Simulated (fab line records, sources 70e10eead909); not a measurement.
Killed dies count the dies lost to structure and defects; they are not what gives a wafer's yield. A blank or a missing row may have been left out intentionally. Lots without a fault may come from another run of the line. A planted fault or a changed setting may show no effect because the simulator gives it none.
Chamber matching -- flow nand-harc -- NHARC_A_STAIRCASE_ETCH_313 on rie-diel-11 has 4 sister chambers
The step etches the open film in CF4/CHF3. 16 wafers are shown with their chamber, then 8 later ones without.

== WAFERS WITH THEIR CHAMBER ==
wafer,chamber,showerhead-plenum-p-Torr (Torr),drypump-motor-current-A (A),rf-vpp-V (V)
L927.1,0,1.58,5.8,371.1
L927.5,3,1.69,6.5,374.1
L927.6,2,1.47,5.7,369.0
L929.1,3,1.69,6.5,376.0
L929.4,0,1.58,5.8,371.2
L929.6,3,1.69,6.5,375.2
L930.1,1,1.56,5.5,369.8
L930.4,2,1.47,5.7,367.7
L930.5,3,1.69,6.5,374.7
L932.2,1,1.56,5.5,371.5
L932.3,2,1.47,5.7,367.5
L932.4,3,1.69,6.4,374.7
L934.4,3,1.68,6.5,373.6
L934.5,1,1.55,5.5,371.6
L934.6,2,1.47,5.6,366.9
L937.4,3,1.68,6.5,373.8

SIGNATURES, as means of the wafers listed above
reading,chamber 0,chamber 1,chamber 2,chamber 3,scatter within a chamber
showerhead-plenum-p-Torr,1.5800,1.5567,1.4700,1.6871,0.00418
drypump-motor-current-A,5.800,5.500,5.675,6.486,0.0366
rf-vpp-V,371.150,370.967,367.775,374.586,0.848
Rule: a wafer's distance from a chamber is the root of the sum, over the readings, of the square of ((its reading less the chamber's mean) divided by the reading's scatter). If the next closest chamber is less than 2 further off than the closest, the wafer can't be placed; otherwise it belongs to the closest. How the scatter is found: for the shown wafers, subtract from each reading the mean of its chamber, square and add these, divide the total by (wafers less chambers), then take the root.

== WAFERS WITH NO CHAMBER GIVEN ==
wafer,showerhead-plenum-p-Torr (Torr),drypump-motor-current-A (A),rf-vpp-V (V)
L937.5,1.68,6.5,373.9
L937.6,1.46,5.7,366.2
L946.4,1.57,5.8,370.0
L946.5,1.46,5.7,366.3
L946.6,1.67,6.5,373.1
L948.3,1.57,5.8,370.0
L948.4,1.46,5.7,366.0
L948.5,1.46,5.7,366.7

== WHICH CHAMBER EACH WENT THROUGH ==
wafer,from the rows above,in truth
L937.5,3,3
L937.6,2,2
L946.4,0,0
L946.5,2,2
L946.6,3,3
L948.3,0,0
L948.4,2,2
L948.5,2,2
Correctly placed: 8 of 8. Left unplaced by these rows: 0. Number placed wrongly: 0.
